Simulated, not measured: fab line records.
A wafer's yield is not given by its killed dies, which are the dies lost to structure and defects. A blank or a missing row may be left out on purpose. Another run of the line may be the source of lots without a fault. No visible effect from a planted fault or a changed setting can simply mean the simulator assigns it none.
Commonality check across tools -- flow nandHarc -- 2 lots and 6 wafers in the sample

== WHY IT WAS OPENED ==
Flagged at NHARC_END_SORT_01: reading killedAtPeriphery, on 1 of 2 lots. Fault-free wafers read 4.1, with a standard deviation of 3.
Rule: flag the lot when none of its wafers has a number, or when each of its wafers that has one lies beyond 4 standard deviations from that mean. The other lots count as sound.

lot,measured,on,"killedAtPeriphery, wafer by wafer",flag
L742,day 28 20:07,prober-01,628 615 625,FLAGGED
L745,day 29 07:43,prober-02,4 3 3,
On average the flagged lots read 622.7, which is +618.6 against the usual, or +99 or more standard deviations.

== TOOL THAT RAN EACH LOT ==
3 process steps preceding the reading are held in the record, out of 1302 steps in the route. Each cell gives the tool, then ch followed by the chambers the sampled wafers passed through, then the start.
lot,flag,NHARC_P_ZERO_WELL_EXPOSE_34,NHARC_P_ZERO_WELL_DESCUM_39,NHARC_P_STI_ETCH_42
L742,FLAGGED,"krfScanner-04 ch 0, day 6 04:41","rieDiel-13 ch 0,1, day 6 05:01",no row
L745,,"krfScanner-02 ch 0, day 7 10:38","rieDiel-02 ch 1,2,3, day 7 10:57","rieDiel-01 ch 1,2,3, day 8 05:28"
These steps, and what they do:
- NHARC_P_ZERO_WELL_EXPOSE_34: exposes mask P PWELL, target cd 720 nm.
- NHARC_P_ZERO_WELL_DESCUM_39: chemistry O2, time 3 s.
- NHARC_P_STI_ETCH_42: etches the open film in N2/H2, target depth 80 nm, overetch 24 nm, time 61 s.
- NHARC_END_SORT_01

== FLAGGED OVER TOTAL, TOOL BY TOOL (the gauges that took the reading come last) ==
step,tool,lots run,flagged,share of the flagged lots,sound lots run after its first flagged lot
NHARC_P_ZERO_WELL_EXPOSE_34,krfScanner-02,1,0,none,-
NHARC_P_ZERO_WELL_EXPOSE_34,krfScanner-04,1,1,all,0
NHARC_P_ZERO_WELL_DESCUM_39,rieDiel-02,1,0,none,-
NHARC_P_ZERO_WELL_DESCUM_39,rieDiel-13,1,1,all,0
NHARC_P_STI_ETCH_42,rieDiel-01,1,0,none,-
NHARC_END_SORT_01,prober-01,1,1,all,0
NHARC_END_SORT_01,prober-02,1,0,none,-

== WHAT IS ALLOWED BY THE TABLE ==
All flagged lots were run by 3 table rows, namely krfScanner-04 at NHARC_P_ZERO_WELL_EXPOSE_34, rieDiel-13 at NHARC_P_ZERO_WELL_DESCUM_39, prober-01 at NHARC_END_SORT_01.
- krfScanner-04 at NHARC_P_ZERO_WELL_EXPOSE_34: 1 of its 1 lot flagged. No sound lot ran on it before its first flagged lot in this sample; the start therefore can't be narrowed down.
- rieDiel-13 at NHARC_P_ZERO_WELL_DESCUM_39: 1 of its 1 lot flagged. No sound lot ran on it before its first flagged lot in this sample; the start therefore can't be narrowed down.
- prober-01 at NHARC_END_SORT_01: 1 of its 1 lot flagged. No sound lot ran on it before its first flagged lot in this sample; the start therefore can't be narrowed down.
Counting lots can't tell these 3 tools apart, because each fits a fault that began at some hour. More lots, or a look at what each step does to the wafer, might.

== WHAT THE SIMULATOR PUT IN ==
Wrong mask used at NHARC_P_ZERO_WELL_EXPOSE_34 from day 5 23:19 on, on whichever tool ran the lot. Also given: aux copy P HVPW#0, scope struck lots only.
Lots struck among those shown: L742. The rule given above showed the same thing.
